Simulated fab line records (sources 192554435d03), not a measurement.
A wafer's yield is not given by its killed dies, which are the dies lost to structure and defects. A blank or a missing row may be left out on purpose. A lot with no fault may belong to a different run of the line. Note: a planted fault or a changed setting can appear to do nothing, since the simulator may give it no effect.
One fault seen from 3 desks -- flow n5-finfet -- what lay behind the numbers comes last; until then each desk has only its own

== THE DEFECT DESK ==
Inspection counts along the route, by lot: the mean over sampled wafers that carry a number. If a lot's mean is further than 4 standard deviations from the usual mean, the lot is out of limits and carries the mark OUT (the distance appears in the brackets).
Columns: A = raw-defect-count at N5_MOL_CONTACT_COAG_INSPECT_57, usual 197
lot,first seen here,A
L635,day 5 08:44,169
L642,day 7 08:59,156
L651,day 9 12:12,177
L655,day 10 11:54,147
L657,day 11 00:43,241
Finding of this desk: none of the 5 lots has anything out of limits.

== TOOL OWNER'S DESK, rie-diel-01 ==
The tool's own readings at N5_MOL_CONTACT_COAG_ETCH_91 (etches SOC in N2/H2, target depth 60 nm, overetch 21 nm, time 101.2 s): means of the sampled wafers that have a number, for each lot that ran on this tool. If a lot's mean is further than 4 standard deviations from the usual mean, the lot is out of limits and carries the mark OUT (the distance appears in the brackets). 7 of its 9 readings are shown: the first one out of limits and those lying furthest out on some lot.
Columns: A = n2-flow-sccm at N5_MOL_CONTACT_COAG_ETCH_91, usual 200.2 sccm; B = oes-product-au at N5_MOL_CONTACT_COAG_ETCH_91, usual 0.67 a.u.; C = rf-fwd-power-W at N5_MOL_CONTACT_COAG_ETCH_91, usual 835.1 W; D = rf-vpp-V at N5_MOL_CONTACT_COAG_ETCH_91, usual 524.5 V; E = showerhead-plenum-p-Torr at N5_MOL_CONTACT_COAG_ETCH_91, usual 2.55 Torr; F = temp-c at N5_MOL_CONTACT_COAG_ETCH_91, usual 40.00 C; G = throttle-valve-pct at N5_MOL_CONTACT_COAG_ETCH_91, usual 17.7 %
lot,first seen here,A,B,C,D,E,F,G
L642,day 7 09:37,200.8,0.61,836.7,523.8,2.53,40.09,18.0
L651,day 9 12:58,199.7,0.74,765.4 (-23) OUT,542.9 (+7.1) OUT,2.61,40.12,17.6
This desk's verdict: out of limits on L651, starting with L651 at day 9 12:58 (rf-fwd-power-W at N5_MOL_CONTACT_COAG_ETCH_91). Within limits: L642.

== THE METROLOGY DESK ==
What the gauges read, lot by lot, whatever tool the lot ran on: means of the sampled wafers that have a number. If a lot's mean is further than 4 standard deviations from the usual mean, the lot is out of limits and carries the mark OUT (the distance appears in the brackets). Shown here are 7 of its 12 readings, the ones lying furthest out on some lot.
Columns: A = cd-nm at N5_MOL_CONTACT_COAG_CD_MEAS_84, usual 25.08 nm; B = DIBL_N at N5_BEOL_M4_RC_MEAS_101, usual 37.5 mV/V; C = IOFF_N at N5_BEOL_M4_RC_MEAS_101, usual 0.19 nA/um; D = IOFF_P at N5_BEOL_M4_RC_MEAS_101, usual 0.24 nA/um; E = ION_P at N5_BEOL_M4_RC_MEAS_101, usual 465 uA/um; F = SS_P at N5_BEOL_M4_RC_MEAS_101, usual 73.7 mV/dec; G = VT_P at N5_BEOL_M4_RC_MEAS_101, usual -249 mV
lot,first seen here,A,B,C,D,E,F,G
L635,day 5 08:38,24.87,36.3,0.18,0.24,464,73.1,-248
L642,day 7 08:53,25.39,39.0,0.19,0.26,471,74.4,-246
L651,day 9 12:07,25.25,37.0,0.16,0.19,446,73.6,-254
L655,day 10 11:49,25.38,40.1,0.26,0.26,464,74.5,-250
L657,day 11 00:38,25.27,33.6,0.15,0.21,468,72.7,-249
Finding of this desk: none of the 5 lots has anything out of limits.

== TAKEN TOGETHER ==
At day 9 12:58, on L651, the tool owner's desk was in a position to raise an alarm.
The defect desk saw nothing out of limits.
Metrology desk: nothing out of limits seen.
The defect desk has L651 on record, within its limits.
The metrology desk holds a record of L651, inside its limits.
Of the lots named, all ran N5_MOL_CONTACT_COAG_ETCH_91 on rie-diel-01.

== WHAT THE SIMULATOR HAD INSERTED ==
rie-diel-01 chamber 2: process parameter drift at N5_MOL_CONTACT_COAG_ETCH_91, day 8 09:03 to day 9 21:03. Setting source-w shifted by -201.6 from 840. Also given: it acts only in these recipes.
Shown lots that were struck: L651.
How many hours passed from the start of the fault until each desk's first out-of-limits reading: the tool owner's desk, 28.
